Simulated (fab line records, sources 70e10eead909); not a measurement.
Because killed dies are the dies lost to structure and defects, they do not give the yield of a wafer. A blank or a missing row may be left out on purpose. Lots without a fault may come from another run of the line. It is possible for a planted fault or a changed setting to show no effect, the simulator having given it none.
Problem report, 8D (eight disciplines) form, completed by code + flow nand_harc + the parts of the form that need people (team, actions taken, sign-off) are left out

== 1. WHAT WENT WRONG ==
raw_defect_count at NHARC_P_STI_INSPECT_25 reads a mean of 777 on 6 wafers of 2 lots; wafers without a fault read 231 with a standard deviation of 87. That is +6.3 standard deviations from the usual mean.
Seen first at day 6 07:47 on defect_inspect-01, wafer L843.2. The record holds 33 wafers of 11 lots with a number at this step. The rule behind "out" and "out of limits": a value lying over 4 standard deviations away from the usual mean. The rest of the wafers with a number are treated as sound.

== 2. WHAT THIS IS AND IS NOT ==
| question                    | is                                   | is not                                                                                       |
|-----------------------------|--------------------------------------|----------------------------------------------------------------------------------------------|
| which readings at this step | raw_defect_count                     | -                                                                                            |
| which lots                  | L843, L845                           | L832, L833, L836, L841, L846, L849, L851, L854, L855                                         |
| which wafers of those lots  | all that have a number               | -                                                                                            |
| read on which gauges        | defect_inspect-01, defect_inspect-02 | -                                                                                            |
| when                        | from day 6 07:47                     | up to then (12 sound wafers); but 15 sound wafers of L846, L849, L851, L854, L855 came after |

== 3. THE SUSPECTS, EACH WITH WHAT RULES IT OUT ==
Counting: a tool at a process step up to the reading stays a suspect if it ran every lot that is out and no sound lot after the first of them.
- the gauge at NHARC_P_STI_INSPECT_25: ruled out. The wafers that are out were read on 2 gauges (defect_inspect-01, defect_inspect-02).
- rtp_anneal-01 at NHARC_P_ZERO_WELL_RTA_42 (time 300 s): ruled out as a lasting fault. Sound lots L851, L854, L855 ran on it after its first lot that is out, L843 (day 4 12:50).
- wet_bench-02 at NHARC_P_STI_ETCH_37 (etches SiO2 in dHF, target depth 11 nm): kept. It processed each lot that is out, first L843 at day 6 02:24, and no sound lot thereafter; up to then, the last sound lot it processed was L836 at day 4 08:13.
After counting, what remains is wet_bench-02 at NHARC_P_STI_ETCH_37.

== 4. THE CAUSE (what the simulator had put in) ==
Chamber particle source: wet_bench-02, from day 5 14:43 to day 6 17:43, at NHARC_P_STI_ETCH_37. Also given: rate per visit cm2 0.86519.
After counting, this tool was the only one left.

== 5. THE EFFECT CHAIN, in route order ==
Rows list readings where the struck wafers' mean (over those with a number) sits beyond 3 standard deviations from the usual. Scope: only readings with a usual standard deviation given in the record; hours: median across lots of the time from each lot's start at the first step in this table that gives one to its start at this step; sigmas: change in usual standard deviations.
| hours | step                    | reading             | usual | on struck wafers | change | sigmas      |
|-------|-------------------------|---------------------|-------|------------------|--------|-------------|
| 0     | NHARC_P_STI_INSPECT_25  | raw_defect_count    | 231   | 777              | +546   | +6.3        |
| 22    | NHARC_P_GATE_INSPECT_28 | raw_defect_count    | 7     | 568              | +561   | +99 or more |
| 41    | NHARC_P_GATE_INSPECT_68 | raw_defect_count    | 221   | 788              | +566   | +6.7        |
| 362   | NHARC_END_SORT_01       | killed_at_periphery | 2.9   | 63.7             | +60.8  | +28         |
| 362   | NHARC_END_SORT_01       | killed_dies         | 32    | 104              | +72    | +6.5        |

== 6. WHAT WOULD HAVE CAUGHT IT SOONER ==
The first out-of-limits reading at a measuring or inspecting step in this record came at day 6 07:47, 17 hours after the fault's start at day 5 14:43.
Of the lots that are out (2), L845 began NHARC_P_STI_ETCH_37 on wet_bench-02 after day 6 07:47. A hold on the tool at that time would have spared it.
